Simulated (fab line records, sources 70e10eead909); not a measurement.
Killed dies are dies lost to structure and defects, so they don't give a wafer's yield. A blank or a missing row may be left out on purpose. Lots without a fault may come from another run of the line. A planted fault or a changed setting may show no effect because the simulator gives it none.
Chamber matching | flow nand_harc | NHARC_P_M0_CMP_23 on cmp-01: 4 sister chambers
The step polishes, t overpolish 20 s, target thk 117.54 nm. 30 wafers are shown with their chamber, then 12 later ones without.

WAFERS WITH THEIR CHAMBER
wafer  | chamber | motor_current_A (A) | time_to_endpoint_s (s)
L076.3 | 1       | 12.1                | 32.2
L076.4 | 2       | 12.4                | 32.7
L076.5 | 0       | 11.3                | 34.0
L078.1 | 3       | 12.3                | 27.0
L078.2 | 0       | 11.0                | 32.5
L078.5 | 1       | 11.5                | 30.2
L079.1 | 0       | 11.1                | 30.6
L079.3 | 2       | 12.5                | 27.5
L079.4 | 3       | 12.1                | 25.3
L080.3 | 2       | 12.9                | 31.0
L080.5 | 0       | 11.1                | 36.0
L080.6 | 1       | 11.9                | 33.3
L081.1 | 3       | 11.7                | 23.9
L081.2 | 1       | 12.1                | 26.8
L081.3 | 2       | 12.4                | 26.3
L082.3 | 3       | 12.1                | 25.6
L082.4 | 1       | 12.1                | 29.4
L082.5 | 1       | 11.6                | 28.9
L087.2 | 0       | 10.3                | 34.1
L087.5 | 0       | 11.2                | 32.7
L087.6 | 1       | 12.7                | 30.8
L088.1 | 1       | 11.8                | 29.6
L088.4 | 3       | 11.5                | 27.3
L088.5 | 0       | 11.0                | 32.5
L089.1 | 3       | 11.8                | 26.3
L089.3 | 2       | 12.3                | 30.1
L089.6 | 0       | 11.1                | 32.0
L090.3 | 1       | 11.7                | 26.8
L090.4 | 2       | 12.2                | 25.3
L090.5 | 3       | 12.1                | 22.5

SIGNATURES (means of the wafers above)
reading            | chamber 0 | chamber 1 | chamber 2 | chamber 3 | scatter within a chamber
motor_current_A    | 11.012    | 11.944    | 12.450    | 11.943    | 0.308
time_to_endpoint_s | 33.050    | 29.778    | 28.817    | 25.414    | 2.12
Rule: a wafer's distance from a chamber is the root of the sum, over the readings, of the square of ((its reading less the chamber's mean) divided by the reading's scatter). The wafer belongs to the nearest chamber; if the next one is less than 2 further off, it can't be placed. The scatter: the root of (the sum of the squares of (reading less its chamber's mean) over the shown wafers, divided by (wafers less chambers)).

WAFERS WITHOUT THEIR CHAMBER
wafer  | motor_current_A (A) | time_to_endpoint_s (s)
L092.1 | 11.1                | 32.2
L092.3 | 11.9                | 27.0
L092.6 | 12.0                | 27.9
L094.1 | 11.5                | 29.2
L094.2 | 12.4                | 28.6
L094.5 | 11.9                | 26.4
L095.2 | 12.0                | 29.5
L095.3 | 12.4                | 31.7
L095.5 | 12.5                | 27.0
L096.3 | 10.8                | 35.7
L096.5 | 12.3                | 30.4
L096.6 | 11.9                | 29.2

WHICH CHAMBER EACH WENT THROUGH
wafer  | from the rows above               | in truth
L092.1 | 0                                 | 0
L092.3 | can't be placed: 3 or 1 or 2      | 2
L092.6 | can't be placed: 1 or 3 or 2      | 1
L094.1 | can't be placed: 1 or 3 or 0 or 2 | 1
L094.2 | can't be placed: 2 or 1 or 3      | 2
L094.5 | can't be placed: 3 or 1 or 2      | 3
L095.2 | can't be placed: 1 or 2 or 3      | 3
L095.3 | can't be placed: 2 or 1 or 3      | 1
L095.5 | can't be placed: 2 or 3 or 1      | 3
L096.3 | 0                                 | 0
L096.5 | can't be placed: 2 or 1 or 3      | 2
L096.6 | can't be placed: 1 or 3 or 2      | 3
Placed correctly: 2 of 12. Can't be placed from these rows: 10 (the true chamber is among the candidates in 10). Placed wrongly: 0.
